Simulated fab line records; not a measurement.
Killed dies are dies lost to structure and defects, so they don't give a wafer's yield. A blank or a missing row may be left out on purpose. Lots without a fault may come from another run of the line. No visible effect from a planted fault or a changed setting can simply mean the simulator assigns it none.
Matching of chambers	flow nand_harc	NHARC_A_STAIRCASE_ALD_415 on ald_hk-02 has 4 sister chambers
The step deposits SiO2, target thk 30 nm, pulse time 6 s, ald cycles 300. 16 wafers are shown with their chamber, then 8 later ones without.

== EACH WAFER AND ITS CHAMBER ==
wafer	chamber	heater_power_w (W)	precursor_pulse_height_rel
L074.1	1	508	1.002
L074.2	3	481	0.997
L074.3	0	436	1.014
L079.1	0	430	0.999
L079.2	2	511	0.936
L079.6	1	515	1.050
L081.2	3	492	1.017
L081.3	1	498	1.010
L081.4	2	501	0.988
L083.1	0	436	0.978
L083.2	1	495	1.001
L083.3	3	483	1.007
L083.4	2	503	0.992
L083.5	2	499	0.991
L083.6	3	483	1.008
L084.2	1	499	1.044

SIGNATURES, as means of the wafers listed above
reading	chamber 0	chamber 1	chamber 2	chamber 3	scatter within a chamber
heater_power_w	434.00	503.00	503.50	484.75	6.15
precursor_pulse_height_rel	0.99700	1.02140	0.97675	1.00725	0.0211
Rule: distance of a wafer from a chamber = root of the sum over the readings of ((wafer's reading minus chamber's mean) / reading's scatter) squared. If the next closest chamber is less than 2 further off than the closest, the wafer can't be placed; otherwise it belongs to the closest. The scatter: the root of (the sum of the squares of (reading less its chamber's mean) over the shown wafers, divided by (wafers less chambers)).

== WAFERS WITHOUT THEIR CHAMBER ==
wafer	heater_power_w (W)	precursor_pulse_height_rel
L084.3	433	0.993
L084.4	507	0.993
L085.1	489	0.973
L085.3	426	0.974
L085.4	515	0.971
L088.1	485	0.982
L088.2	493	1.016
L088.4	503	1.010

== EACH ONE'S CHAMBER ==
wafer	from the rows above	in truth
L084.3	0	0
L084.4	can't be placed: 2 or 1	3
L085.1	can't be placed: 3 or 2 or 1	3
L085.3	0	0
L085.4	can't be placed: 2 or 1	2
L088.1	can't be placed: 3 or 2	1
L088.2	can't be placed: 3 or 1 or 2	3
L088.4	can't be placed: 1 or 2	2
Correctly placed: 2 of 8. From these rows, 6 cannot be placed; in 4 the true chamber is one of the candidates. Number placed wrongly: 0.
